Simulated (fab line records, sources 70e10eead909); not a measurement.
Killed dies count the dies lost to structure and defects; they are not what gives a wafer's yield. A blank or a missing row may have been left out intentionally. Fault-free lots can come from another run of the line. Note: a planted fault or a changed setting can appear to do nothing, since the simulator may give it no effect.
Chamber matching ; flow nand_harc ; rie_diel-11 running NHARC_P_STI_DESCUM_14: 4 sister chambers
The step chemistry O2, time 3 s. 8 wafers are shown with their chamber, then 7 later ones without.

## WAFERS WITH THEIR CHAMBER
wafer;chamber;drypump_motor_current_A (A);oes_product_au (a.u.)
L075.2;1;5.9;0.989
L083.2;3;6.4;1.007
L083.3;1;5.8;0.973
L091.2;2;5.5;0.994
L091.4;3;6.4;1.006
L091.6;0;6.7;1.003
L093.1;0;6.6;1.000
L093.4;2;5.5;0.998

## WAFERS MISSING THEIR CHAMBER
wafer;drypump_motor_current_A (A);oes_product_au (a.u.)
L093.6;6.4;1.011
L095.2;5.4;1.004
L095.5;6.7;1.003
L095.6;5.9;0.993
L096.1;6.4;1.002
L096.3;5.4;0.995
L096.4;5.9;1.000

## WHICH CHAMBER EACH WENT THROUGH
wafer;from the rows above;in truth
L093.6;3;3
L095.2;2;2
L095.5;0;0
L095.6;1;1
L096.1;3;3
L096.3;2;2
L096.4;1;1
Correctly placed: 7 of 7. From these rows, 0 cannot be placed. Wrongly placed: 0.
How it was worked out, from the rows above alone: a wafer's distance from a chamber is the root of the sum, over the readings, of the square of ((its reading less the chamber's mean) divided by the reading's scatter). The wafer belongs to the nearest chamber; if the next one is less than 2 further off, it can't be placed. Each chamber's mean is taken over the wafers shown for it. The scatter: the root of (the sum of the squares of (reading less its chamber's mean) over the shown wafers, divided by (wafers less chambers)).
